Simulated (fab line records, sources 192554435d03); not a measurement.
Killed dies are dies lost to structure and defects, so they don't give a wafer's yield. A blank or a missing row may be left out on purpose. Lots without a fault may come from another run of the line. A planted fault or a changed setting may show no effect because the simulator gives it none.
Chamber matching | flow n5_finfet | N5_MOL_CONTACT_COAG_STRIP_96 on rie_diel-05: 4 sister chambers
The step strips in N2/H2. 8 wafers are shown with their chamber, then 11 later ones without.

WAFERS WITH THEIR CHAMBER
wafer  | chamber | drypump_motor_current_A (A) | showerhead_plenum_p_Torr (Torr)
L082.2 | 0       | 5.2                         | 3.26
L083.2 | 3       | 5.4                         | 3.33
L083.5 | 2       | 5.6                         | 3.39
L083.6 | 3       | 5.4                         | 3.33
L087.1 | 2       | 5.6                         | 3.37
L087.4 | 0       | 5.3                         | 3.25
L087.5 | 1       | 4.9                         | 3.29
L088.2 | 1       | 4.9                         | 3.29

WAFERS WITHOUT THEIR CHAMBER
wafer  | drypump_motor_current_A (A) | showerhead_plenum_p_Torr (Torr)
L088.5 | 5.3                         | 3.25
L088.6 | 5.6                         | 3.37
L092.4 | 4.8                         | 3.29
L092.5 | 5.6                         | 3.37
L092.6 | 5.3                         | 3.25
L093.1 | 4.8                         | 3.28
L093.2 | 5.3                         | 3.25
L093.6 | 4.9                         | 3.28
L094.1 | 5.6                         | 3.37
L094.4 | 5.4                         | 3.32
L094.5 | 5.6                         | 3.37

WHICH CHAMBER EACH WENT THROUGH
wafer  | from the rows above | in truth
L088.5 | 0                   | 0
L088.6 | 2                   | 2
L092.4 | 1                   | 1
L092.5 | 2                   | 2
L092.6 | 0                   | 0
L093.1 | 1                   | 1
L093.2 | 0                   | 0
L093.6 | 1                   | 1
L094.1 | 2                   | 2
L094.4 | 3                   | 3
L094.5 | 2                   | 2
Placed correctly: 11 of 11. Can't be placed from these rows: 0. Placed wrongly: 0.
How it was worked out, from the rows above alone: a wafer's distance from a chamber is the root of the sum, over the readings, of the square of ((its reading less the chamber's mean) divided by the reading's scatter). The wafer belongs to the nearest chamber; if the next one is less than 2 further off, it can't be placed. A chamber's mean is the mean of its shown wafers. The scatter: the root of (the sum of the squares of (reading less its chamber's mean) over the shown wafers, divided by (wafers less chambers)).
